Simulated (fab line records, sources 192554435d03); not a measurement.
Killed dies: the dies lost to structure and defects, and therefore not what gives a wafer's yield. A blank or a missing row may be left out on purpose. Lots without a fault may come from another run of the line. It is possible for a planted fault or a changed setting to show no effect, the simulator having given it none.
Chamber matching || flow n5_finfet || N5_MOL_CONTACT_COAG_ETCH_48 on rie_diel-01 has 4 sister chambers
The step etches SiOC in C4F6/O2, target depth 15 nm, overetch 4.5 nm, time 17 s. 14 wafers are shown with their chamber, then 7 later ones without.

## EACH WAFER AND ITS CHAMBER
{"wafer": "L077.3", "chamber": 0, "rf_vpp_V (V)": 1503, "throttle_valve_pct (%)": 40.0, "showerhead_plenum_p_Torr (Torr)": 2.72}
{"wafer": "L077.4", "chamber": 3, "rf_vpp_V (V)": 1655, "throttle_valve_pct (%)": 41.0, "showerhead_plenum_p_Torr (Torr)": 2.76}
{"wafer": "L077.5", "chamber": 2, "rf_vpp_V (V)": 1552, "throttle_valve_pct (%)": 39.7, "showerhead_plenum_p_Torr (Torr)": 2.83}
{"wafer": "L086.1", "chamber": 2, "rf_vpp_V (V)": 1552, "throttle_valve_pct (%)": 39.7, "showerhead_plenum_p_Torr (Torr)": 2.83}
{"wafer": "L086.3", "chamber": 3, "rf_vpp_V (V)": 1654, "throttle_valve_pct (%)": 41.0, "showerhead_plenum_p_Torr (Torr)": 2.75}
{"wafer": "L086.5", "chamber": 0, "rf_vpp_V (V)": 1503, "throttle_valve_pct (%)": 40.1, "showerhead_plenum_p_Torr (Torr)": 2.72}
{"wafer": "L088.1", "chamber": 0, "rf_vpp_V (V)": 1503, "throttle_valve_pct (%)": 40.0, "showerhead_plenum_p_Torr (Torr)": 2.71}
{"wafer": "L088.3", "chamber": 2, "rf_vpp_V (V)": 1553, "throttle_valve_pct (%)": 39.7, "showerhead_plenum_p_Torr (Torr)": 2.82}
{"wafer": "L088.4", "chamber": 1, "rf_vpp_V (V)": 1623, "throttle_valve_pct (%)": 40.2, "showerhead_plenum_p_Torr (Torr)": 2.77}
{"wafer": "L090.1", "chamber": 3, "rf_vpp_V (V)": 1655, "throttle_valve_pct (%)": 41.0, "showerhead_plenum_p_Torr (Torr)": 2.75}
{"wafer": "L090.2", "chamber": 0, "rf_vpp_V (V)": 1502, "throttle_valve_pct (%)": 40.1, "showerhead_plenum_p_Torr (Torr)": 2.71}
{"wafer": "L090.4", "chamber": 2, "rf_vpp_V (V)": 1551, "throttle_valve_pct (%)": 39.7, "showerhead_plenum_p_Torr (Torr)": 2.82}
{"wafer": "L091.4", "chamber": 1, "rf_vpp_V (V)": 1623, "throttle_valve_pct (%)": 40.1, "showerhead_plenum_p_Torr (Torr)": 2.77}
{"wafer": "L091.5", "chamber": 3, "rf_vpp_V (V)": 1653, "throttle_valve_pct (%)": 41.0, "showerhead_plenum_p_Torr (Torr)": 2.75}

SIGNATURES (averages over the wafers above)
{"reading": "rf_vpp_V", "chamber 0": 1502.75, "chamber 1": 1623.00, "chamber 2": 1552.00, "chamber 3": 1654.25, "scatter within a chamber": 0.742}
{"reading": "throttle_valve_pct", "chamber 0": 40.050, "chamber 1": 40.150, "chamber 2": 39.700, "chamber 3": 41.000, "scatter within a chamber": 0.0387}
{"reading": "showerhead_plenum_p_Torr", "chamber 0": 2.7150, "chamber 1": 2.7700, "chamber 2": 2.8250, "chamber 3": 2.7525, "scatter within a chamber": 0.00524}
Rule: distance of a wafer from a chamber = root of the sum over the readings of ((wafer's reading minus chamber's mean) / reading's scatter) squared. The wafer belongs to the nearest chamber; if the next one is less than 2 further off, it can't be placed. The scatter: take each reading less its chamber's mean, square it, sum over the shown wafers, divide by the number of wafers less the number of chambers, and take the root.

## WAFERS WITHOUT THEIR CHAMBER
{"wafer": "L091.6", "rf_vpp_V (V)": 1553, "throttle_valve_pct (%)": 39.7, "showerhead_plenum_p_Torr (Torr)": 2.82}
{"wafer": "L093.1", "rf_vpp_V (V)": 1553, "throttle_valve_pct (%)": 39.7, "showerhead_plenum_p_Torr (Torr)": 2.82}
{"wafer": "L093.2", "rf_vpp_V (V)": 1623, "throttle_valve_pct (%)": 40.1, "showerhead_plenum_p_Torr (Torr)": 2.77}
{"wafer": "L093.5", "rf_vpp_V (V)": 1654, "throttle_valve_pct (%)": 41.0, "showerhead_plenum_p_Torr (Torr)": 2.75}
{"wafer": "L096.3", "rf_vpp_V (V)": 1551, "throttle_valve_pct (%)": 39.7, "showerhead_plenum_p_Torr (Torr)": 2.82}
{"wafer": "L096.5", "rf_vpp_V (V)": 1502, "throttle_valve_pct (%)": 40.1, "showerhead_plenum_p_Torr (Torr)": 2.71}
{"wafer": "L096.6", "rf_vpp_V (V)": 1653, "throttle_valve_pct (%)": 41.0, "showerhead_plenum_p_Torr (Torr)": 2.74}

## EACH ONE'S CHAMBER
{"wafer": "L091.6", "from the rows above": 2, "in truth": 2}
{"wafer": "L093.1", "from the rows above": 2, "in truth": 2}
{"wafer": "L093.2", "from the rows above": 1, "in truth": 1}
{"wafer": "L093.5", "from the rows above": 3, "in truth": 3}
{"wafer": "L096.3", "from the rows above": 2, "in truth": 2}
{"wafer": "L096.5", "from the rows above": 0, "in truth": 0}
{"wafer": "L096.6", "from the rows above": 3, "in truth": 3}
Correct placement for 7 of the 7. Number that these rows cannot place: 0. Placed wrongly: 0.
